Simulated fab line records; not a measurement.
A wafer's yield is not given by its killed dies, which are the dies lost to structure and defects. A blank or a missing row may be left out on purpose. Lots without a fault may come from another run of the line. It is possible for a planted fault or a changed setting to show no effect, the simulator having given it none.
A lot that was struck, set against a sound lot -- flow nand-harc -- 14 steps out of a route of 1302
Sound: these wafers, L280.1, L280.3, L280.4. Struck: wafer L296.2 (L296.3, L296.6, from the same lot, were not struck and are left out); the cause is given at the end.
Order at every step that has rows: each side's tool, ch and its chambers, its first start. Under that, the readings that differ: sound wafers -- struck wafers -- difference of the means -- sigmas: that difference in standard deviations of wafers without a fault.
alike: readings whose means differ by less than 2 such deviations, and words and numbers that are the same on both sides. not compared: withheld readings, readings that some wafer has no value for, bounds like >300 that may hide the same value, and numbers for which the record gives no deviation and whose values overlap.
Wherever a step has rows on one side only, a row that says differs or no value, or a row with sigmas, the two part there. Numbers that have no deviation but don't overlap get no sigmas and don't part them. A reading missing from all wafers of one side parts the sides only when that side holds two or more wafers.

first, 1 step without rows for these wafers: NHARC_A_ONON_D1_DEP_06 (target thk 1000 nm).
NHARC_A_ONON_D1_THK_MEAS_08: measures by ellipsometry.
  struck on film-metro-01, day 16 02:45; sound on film-metro-01, day 9 13:21
  alike: thk-nm
then, 1 step without rows for these wafers: NHARC_A_ONON_D1_DEP_09 (target thk 1000 nm).
NHARC_A_ONON_D1_THK_MEAS_11: measures by ellipsometry.
  struck on film-metro-01, day 16 03:19; sound on film-metro-01, day 9 13:55
reading,sound,struck,difference,sigmas
thk-nm (nm),1014 1013 1012,989,-24,-3
then, 1 step without rows for these wafers: NHARC_A_ONON_D1_DEP_12 (target thk 1000 nm).
NHARC_A_ONON_D1_THK_MEAS_14: measures by ellipsometry.
  struck on film-metro-01, day 16 03:53; sound on film-metro-02, day 9 14:29
  alike: thk-nm
then, 2 steps without rows for these wafers: NHARC_A_ONON_D1_ANNEAL_15 (time 3600 s); NHARC_A_ONON_D1_DEP_16 (target thk 1000 nm).
NHARC_A_ONON_D1_THK_MEAS_18: measures by ellipsometry.
  struck on film-metro-02, day 16 11:37; sound on film-metro-02, day 9 22:16
  alike: thk-nm
then, 1 step without rows for these wafers: NHARC_A_ONON_D1_DEP_19 (target thk 1000 nm).
NHARC_A_ONON_D1_THK_MEAS_21: measures by ellipsometry.
  struck on film-metro-02, day 16 12:12; sound on film-metro-02, day 9 22:50
  alike: thk-nm
NHARC_A_ONON_D1_DEP_22: target thk 1000 nm.
  sound on pecvd-onon-01 ch 0, day 9 22:53; struck on pecvd-onon-01 ch 0, day 16 12:19
  alike: n2o-flow-sccm
NHARC_A_ONON_D1_THK_MEAS_24: measures by ellipsometry.
  struck on film-metro-01, day 16 12:46; sound on film-metro-01, day 9 23:24
reading,sound,struck,difference,sigmas
thk-nm (nm),1007 1007 1005,1176,+170,+18
then, 1 step without rows for these wafers: NHARC_A_ONON_D1_DEP_25 (target thk 1000 nm).

## WHERE THEY PART
First at NHARC_A_ONON_D1_THK_MEAS_11; last, within this record, at NHARC_A_ONON_D1_THK_MEAS_24.

WHY: what had been put in by the simulator
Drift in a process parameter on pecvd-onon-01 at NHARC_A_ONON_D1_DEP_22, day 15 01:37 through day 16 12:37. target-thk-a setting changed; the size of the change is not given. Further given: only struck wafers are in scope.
